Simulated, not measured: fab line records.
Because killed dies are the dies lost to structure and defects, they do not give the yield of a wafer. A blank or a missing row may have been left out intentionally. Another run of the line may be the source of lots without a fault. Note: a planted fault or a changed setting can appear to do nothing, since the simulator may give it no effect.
Matching of chambers    flow n5-finfet    4 sister chambers for N5_BEOL_M10_STRIP_36 on rie-diel-03
The step strips in N2/H2. 16 wafers are shown with their chamber, then 8 later ones without.

## EACH WAFER AND ITS CHAMBER
wafer   chamber  drypump-motor-current-A (A)  showerhead-plenum-p-Torr (Torr)  throttle-valve-pct (%)
L076.3  2        5.1                          2.53                             24.00
L076.4  3        5.5                          2.69                             23.46
L076.6  2        5.1                          2.53                             24.01
L078.1  2        5.1                          2.53                             24.01
L078.3  1        5.9                          2.55                             23.57
L078.5  1        5.9                          2.55                             23.55
L082.2  3        5.4                          2.69                             23.45
L082.3  2        5.1                          2.52                             24.02
L082.4  2        5.1                          2.53                             24.03
L083.1  2        5.1                          2.52                             24.03
L083.2  3        5.4                          2.68                             23.47
L083.4  1        5.9                          2.55                             23.54
L088.2  1        5.9                          2.54                             23.59
L088.3  3        5.5                          2.67                             23.48
L088.5  0        5.6                          2.68                             23.50
L093.2  2        5.1                          2.51                             23.84

SIGNATURES, as means of the wafers listed above
reading                   chamber 0  chamber 1  chamber 2  chamber 3  scatter within a chamber
drypump-motor-current-A   5.600      5.900      5.100      5.450      0.0289
showerhead-plenum-p-Torr  2.6800     2.5475     2.5243     2.6825     0.00775
throttle-valve-pct        23.5000    23.5625    23.9914    23.4650    0.0495
Rule: a wafer's distance from a chamber is the root of the sum, over the readings, of the square of ((its reading less the chamber's mean) divided by the reading's scatter). If the next closest chamber is less than 2 further off than the closest, the wafer can't be placed; otherwise it belongs to the closest. The scatter: the root of (the sum of the squares of (reading less its chamber's mean) over the shown wafers, divided by (wafers less chambers)).

## WAFERS WITHOUT THEIR CHAMBER
wafer   drypump-motor-current-A (A)  showerhead-plenum-p-Torr (Torr)  throttle-valve-pct (%)
L093.3  5.7                          2.68                             23.51
L093.6  5.1                          2.51                             23.83
L096.1  5.7                          2.68                             23.52
L096.4  5.9                          2.53                             23.63
L096.5  5.7                          2.68                             23.54
L097.1  5.6                          2.68                             23.54
L097.3  5.1                          2.51                             23.85
L097.6  5.1                          2.51                             23.87

## WHICH CHAMBER EACH ONE RAN IN
wafer   from the rows above  in truth
L093.3  0                    0
L093.6  2                    2
L096.1  0                    0
L096.4  1                    1
L096.5  0                    0
L097.1  0                    0
L097.3  2                    2
L097.6  2                    2
Correctly placed: 8 of 8. Left unplaced by these rows: 0. Placed wrongly: 0.
